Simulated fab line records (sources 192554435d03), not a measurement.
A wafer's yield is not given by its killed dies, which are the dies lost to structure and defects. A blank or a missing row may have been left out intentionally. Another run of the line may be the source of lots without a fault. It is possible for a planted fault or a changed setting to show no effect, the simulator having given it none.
A struck lot beside a sound one :: flow n5_finfet :: 17 steps out of a route of 1938
Sound: these wafers, L772.1, L772.5, L772.6. The struck wafers were L778.2, L778.4, L778.6. The cause comes at the end.
For every step that has rows: the tool of each side, followed by ch and its chambers, followed by its first start. Under that, the readings that differ: sound wafers :: struck wafers :: difference of the means :: sigmas: that difference in standard deviations of wafers without a fault.
alike: same words and numbers on both sides, and readings whose means sit less than 2 such deviations apart. not compared: any withheld reading, any reading some wafer has no value for, any bound like >300 that may hide the same value, and any number with overlapping values for which the record gives no deviation.
The two part at a step that has a row with sigmas, a row that says differs or no value, or rows on one side only. Non-overlapping numbers with no deviation appear without sigmas and do not part them. A reading that every wafer of one side lacks parts them only if that side has two wafers or more.

N5_HKMG_FIN_OVL_MEAS_13:
  sound on overlay-02 ch 0, day 4 14:39; struck on overlay-02 ch 0, day 6 10:01
  alike: NWFM_OVL
N5_HKMG_FIN_INSPECT_14: inspects for defects (macro).
  sound on defect_inspect-01 at day 4 14:41; struck on defect_inspect-01 at day 6 10:02
  alike: raw_defect_count
N5_HKMG_FIN_DESCUM_17: chemistry O2, time 7.9 s.
  sound on rie_diel-05 ch 0,3, day 4 14:43; struck on rie_diel-03 ch 0,2,3, day 6 10:47
  alike: drypump_motor_current_A, oes_product_au, rf_vpp_V, showerhead_plenum_p_Torr, throttle_valve_pct
  not compared: rf_hours_counter_h
then, 3 steps without rows for these wafers: N5_HKMG_FIN_ETCH_31 (etches SiARC in CF4, target depth 45.5 nm, time 75.8 s); N5_HKMG_FIN_ETCH_32 (etches SOC in N2/H2, target depth 240 nm, time 300 s); N5_HKMG_FIN_STRIP_33 (strips in N2/H2).
N5_HKMG_FIN_STRIP_34: strips in CF4.
  sound on rie_diel-05 ch 0,3, day 4 14:59; struck on rie_diel-03 ch 0,2,3, day 6 11:04
  alike: drypump_motor_current_A, oes_product_au, rf_vpp_V, showerhead_plenum_p_Torr, throttle_valve_pct
  not compared: rf_hours_counter_h
N5_HKMG_FIN_ETCH_35: etches SOC in N2/H2, target depth 215.8 nm, time 243.4 s.
  sound on rie_diel-05 ch 0,3, day 4 15:01; struck on rie_diel-03 ch 0,2,3, day 6 11:05
  alike: drypump_motor_current_A, oes_product_au, rf_vpp_V, showerhead_plenum_p_Torr, throttle_valve_pct
  not compared: rf_hours_counter_h
N5_HKMG_FIN_STRIP_92: strips SOC in N2/H2, time 20 s.
  sound on rie_diel-05 ch 0,3, day 4 15:10; struck on rie_diel-03 ch 0,2,3, day 6 11:14
  alike: drypump_motor_current_A, oes_product_au, rf_vpp_V, showerhead_plenum_p_Torr, throttle_valve_pct
  not compared: rf_hours_counter_h
then, 2 steps without rows for these wafers: N5_HKMG_FIN_WET_ETCH_18 (etches TiN in SC1, time 55 s, target depth 5.2 nm, rinse time 30 s); N5_HKMG_FIN_STRIP_19 (strips in N2/H2, time 360 s).
N5_HKMG_FIN_ALD_91: deposits TiN, target thk 1 nm, pulse time 1 s, purge time 3 s.
  sound on ald_metal-04 ch 0,1, day 4 15:44; struck on ald_metal-03 ch 0,3, day 6 11:46
  alike: heater_power_w, precursor_pulse_height_rel, susceptor_temp_C
N5_HKMG_FIN_COAT_85: time 60 s, resist thk 300 nm.
  sound on litho_track-02 ch 0, day 4 16:00; struck on litho_track-02 ch 0, day 6 12:02
reading: spin_speed_rpm (rpm)
sound: 1499.5 1500.4 1501.7
struck: 1680.5 1680.5 1679.3
difference: +179.6
sigmas: +99 or more

reading: model.SOC_of_HKMG_FIN_COAT_85.thk_nm (nm)
sound: 299.8 300.2 300.6
struck: 283.2 283.2 282.8
difference: -17.1
sigmas: 
N5_HKMG_FIN_ETCH_86: etches SOC in N2/H2, stops on TiN, target depth 393.2 nm.
  sound on rie_diel-05 ch 1,2, day 4 16:04; struck on rie_diel-06 ch 1,3, day 6 12:13
reading: showerhead_plenum_p_Torr (Torr)
sound: 2.42 2.40 2.42
struck: 2.71 2.71 2.51
difference: +0.23
sigmas: +2
  alike: drypump_motor_current_A, oes_product_au, rf_vpp_V, throttle_valve_pct
  not compared: rf_hours_counter_h, model.TiN_of_HKMG_FIN_ALD_91.thk_nm
then, 1 step without rows for these wafers: N5_HKMG_FIN_STRIP_89 (strips SOC in N2/H2, time 20 s).
-- the record jumps here: 4 days lie between the struck wafers' starts before and after (it left off in module HKMG_FIN and takes up again in module BEOL_M4, whose first step shown is number 1111 of the route) --
N5_BEOL_M4_RC_MEAS_101:
  sound on prober-02 ch 0, day 9 01:57; struck on prober-02 ch 0, day 10 15:41
reading: DIBL_N (mV/V)
sound: 33.0 32.1 34.4
struck: 36.4 36.2 35.7
difference: +2.9
sigmas: +2
  alike: DIBL_P, IOFF_N, IOFF_P, ION_N, ION_P, SS_N, SS_P, VT_N, VT_P
-- here the record skips 5 days between the struck wafers' starts before and after, leaving off in module BEOL_M4 and picking up in module PASSIVATION (first step shown: number 1936 of the route) --
N5_PASSIVATION_PROBE_49:
  sound on prober-02 at day 13 10:12; struck on prober-01 at day 15 08:37
  alike: defect_limited_yield, killed_at_M0_to_M3, killed_at_M4_up, killed_at_contacts, killed_at_front_end, killed_at_other, killed_dies, killed_on_rim, killed_open, killed_short, sort_bin_5_function, sort_bin_6_memory, sort_n_pass, sort_yield_pct

== WHERE THEY PART ==
Earliest at N5_HKMG_FIN_COAT_85; latest, in this record, at N5_BEOL_M4_RC_MEAS_101. Later steps at which nothing parts them and some readings are alike: N5_PASSIVATION_PROBE_49.

WHY: what the simulator had put in
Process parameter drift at N5_HKMG_FIN_COAT_85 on litho_track-02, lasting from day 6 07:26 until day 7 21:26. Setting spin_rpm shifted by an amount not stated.
